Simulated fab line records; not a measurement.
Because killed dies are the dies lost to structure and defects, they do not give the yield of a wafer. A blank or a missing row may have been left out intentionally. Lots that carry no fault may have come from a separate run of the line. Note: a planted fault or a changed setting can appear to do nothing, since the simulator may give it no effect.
Lot-split experiment / flow n5 finfet / 7 lots, 21 wafers read, on a route of 1938 steps

ON THE SPLIT
At N5_BEOL_M10_ETCH_62 (etches SOC in N2/H2, target depth 110 nm, overetch 22 nm, time 165 s), the setting time s was moved away from the recipe's 165 s on 5 of the 21 wafers read, by -18.1% to +12.8%. For the rest of the wafers, this setting stayed at what the recipe calls for.

The reading comes from the split's own step.

THE READING
SiARC_of_BEOL_M10_COAT_60.thk nm (the simulator's own value, which no gauge read), in nm, at N5_BEOL_M10_ETCH_62 (etches SOC in N2/H2, target depth 110 nm, overetch 22 nm, time 165 s). The file does not state a usual value for it. The 16 wafers here that ran the recipe average 23.5 nm, standard deviation 0.2 nm.

wafer=L076.1; tool, chamber at the split=rie diel-05, 3; time s as run, s=186.2; against the recipe=+12.8%; SiARC_of_BEOL_M10_COAT_60.thk nm, nm=22.4; against lot-mates on the recipe=-1.2
wafer=L076.4; tool, chamber at the split=rie diel-05, 2; time s as run, s=186.2; against the recipe=+12.8%; SiARC_of_BEOL_M10_COAT_60.thk nm, nm=22.6; against lot-mates on the recipe=-1.0
wafer=L076.6; tool, chamber at the split=rie diel-05, 1; time s as run, s=165; against the recipe=recipe; SiARC_of_BEOL_M10_COAT_60.thk nm, nm=23.6; against lot-mates on the recipe=-
wafer=L079.2; tool, chamber at the split=rie diel-04, 0; time s as run, s=151.9; against the recipe=-7.9%; SiARC_of_BEOL_M10_COAT_60.thk nm, nm=24; against lot-mates on the recipe=+0.7
wafer=L079.3; tool, chamber at the split=rie diel-04, 3; time s as run, s=165; against the recipe=recipe; SiARC_of_BEOL_M10_COAT_60.thk nm, nm=23.2; against lot-mates on the recipe=-
wafer=L079.6; tool, chamber at the split=rie diel-04, 2; time s as run, s=165; against the recipe=recipe; SiARC_of_BEOL_M10_COAT_60.thk nm, nm=23.4; against lot-mates on the recipe=-
wafer=L081.3; tool, chamber at the split=rie diel-03, 2; time s as run, s=165; against the recipe=recipe; SiARC_of_BEOL_M10_COAT_60.thk nm, nm=23.8; against lot-mates on the recipe=-
wafer=L081.5; tool, chamber at the split=rie diel-03, 2; time s as run, s=165; against the recipe=recipe; SiARC_of_BEOL_M10_COAT_60.thk nm, nm=23.8; against lot-mates on the recipe=-
wafer=L081.4; tool, chamber at the split=rie diel-03, 0; time s as run, s=165; against the recipe=recipe; SiARC_of_BEOL_M10_COAT_60.thk nm, nm=23.6; against lot-mates on the recipe=-
wafer=L083.1; tool, chamber at the split=rie diel-04, 3; time s as run, s=165; against the recipe=recipe; SiARC_of_BEOL_M10_COAT_60.thk nm, nm=23; against lot-mates on the recipe=-
wafer=L083.3; tool, chamber at the split=rie diel-04, 1; time s as run, s=165; against the recipe=recipe; SiARC_of_BEOL_M10_COAT_60.thk nm, nm=23.4; against lot-mates on the recipe=-
wafer=L083.6; tool, chamber at the split=rie diel-04, 1; time s as run, s=165; against the recipe=recipe; SiARC_of_BEOL_M10_COAT_60.thk nm, nm=23.4; against lot-mates on the recipe=-
wafer=L086.1; tool, chamber at the split=rie diel-04, 2; time s as run, s=135.2; against the recipe=-18.1%; SiARC_of_BEOL_M10_COAT_60.thk nm, nm=24.8; against lot-mates on the recipe=+1.3
wafer=L086.2; tool, chamber at the split=rie diel-04, 1; time s as run, s=165; against the recipe=recipe; SiARC_of_BEOL_M10_COAT_60.thk nm, nm=23.4; against lot-mates on the recipe=-
wafer=L086.3; tool, chamber at the split=rie diel-04, 0; time s as run, s=165; against the recipe=recipe; SiARC_of_BEOL_M10_COAT_60.thk nm, nm=23.6; against lot-mates on the recipe=-
wafer=L088.4; tool, chamber at the split=rie diel-04, 2,1; time s as run, s=165; against the recipe=recipe; SiARC_of_BEOL_M10_COAT_60.thk nm, nm=23.4; against lot-mates on the recipe=-
wafer=L088.5; tool, chamber at the split=rie diel-04, 2,1; time s as run, s=165; against the recipe=recipe; SiARC_of_BEOL_M10_COAT_60.thk nm, nm=23.4; against lot-mates on the recipe=-
wafer=L088.6; tool, chamber at the split=rie diel-04, 2; time s as run, s=165; against the recipe=recipe; SiARC_of_BEOL_M10_COAT_60.thk nm, nm=23.6; against lot-mates on the recipe=-
wafer=L089.1; tool, chamber at the split=rie diel-03, 1,0; time s as run, s=165; against the recipe=recipe; SiARC_of_BEOL_M10_COAT_60.thk nm, nm=23.6; against lot-mates on the recipe=-
wafer=L089.2; tool, chamber at the split=rie diel-03, 1,0; time s as run, s=165; against the recipe=recipe; SiARC_of_BEOL_M10_COAT_60.thk nm, nm=23.6; against lot-mates on the recipe=-
wafer=L089.6; tool, chamber at the split=rie diel-03, 2; time s as run, s=140.5; against the recipe=-14.8%; SiARC_of_BEOL_M10_COAT_60.thk nm, nm=24.8; against lot-mates on the recipe=+1.2
Rows listing several chambers each stand for several wafers; the file does not say which wafer went through which chamber.

FIT RESULTS
A straight line over all 21 wafers: SiARC_of_BEOL_M10_COAT_60.thk nm changes by -0.0773 nm for each +1% of time s; r = -0.94; the points scatter about the line by 0.19 nm.
The same after taking each lot's own level away (the mean of its wafers on the recipe; 21 wafers): -0.0801 nm for each +1%; r = -0.98; scatter 0.12 nm.
According to that fit, moving time s by its largest amount changes the reading by 1.4 nm.
Across the lots, their own levels run from 23.27 to 23.73 nm, a range of 2.3 times the standard deviation given above.
The two slopes are in agreement: the lot-to-lot level therefore moves the slope only a little.
Check: with one of the wafers moved furthest among these (-18.1%) left out of the fit, the line predicts +1.52 nm for it against its lot-mates. It came out at +1.3 nm against them.

ADDITIONAL SPLITS CARRIED BY THESE WAFERS
Note: prior to the reading, these wafers also went through further splits. Each is held against what the fit with the lots' levels taken away leaves over:
other split on the same wafers=N5_BEOL_M6_ALD_77 ald cycles; wafers away from the commonest value=10; r with SiARC_of_BEOL_M10_COAT_60.thk nm (lot level and that fit taken away)=+0.09
other split on the same wafers=N5_BEOL_M7_DEP_56 time s; wafers away from the commonest value=6; r with SiARC_of_BEOL_M10_COAT_60.thk nm (lot level and that fit taken away)=-0.02
other split on the same wafers=N5_BEOL_M9_ILD_DEP_00 time s; wafers away from the commonest value=5; r with SiARC_of_BEOL_M10_COAT_60.thk nm (lot level and that fit taken away)=+0.00
other split on the same wafers=N5_BEOL_M9_COAT_05 spin rpm; wafers away from the commonest value=9; r with SiARC_of_BEOL_M10_COAT_60.thk nm (lot level and that fit taken away)=+0.02
other split on the same wafers=N5_BEOL_M9_ALD_74 ald cycles; wafers away from the commonest value=7; r with SiARC_of_BEOL_M10_COAT_60.thk nm (lot level and that fit taken away)=+0.20
other split on the same wafers=N5_BEOL_M10_COAT_05 spin rpm; wafers away from the commonest value=6; r with SiARC_of_BEOL_M10_COAT_60.thk nm (lot level and that fit taken away)=-0.11

FILE'S OWN FIT
SiARC_of_BEOL_M10_COAT_60.thk nm changes by -0.0787 nm for each +1% of time s, r = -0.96.
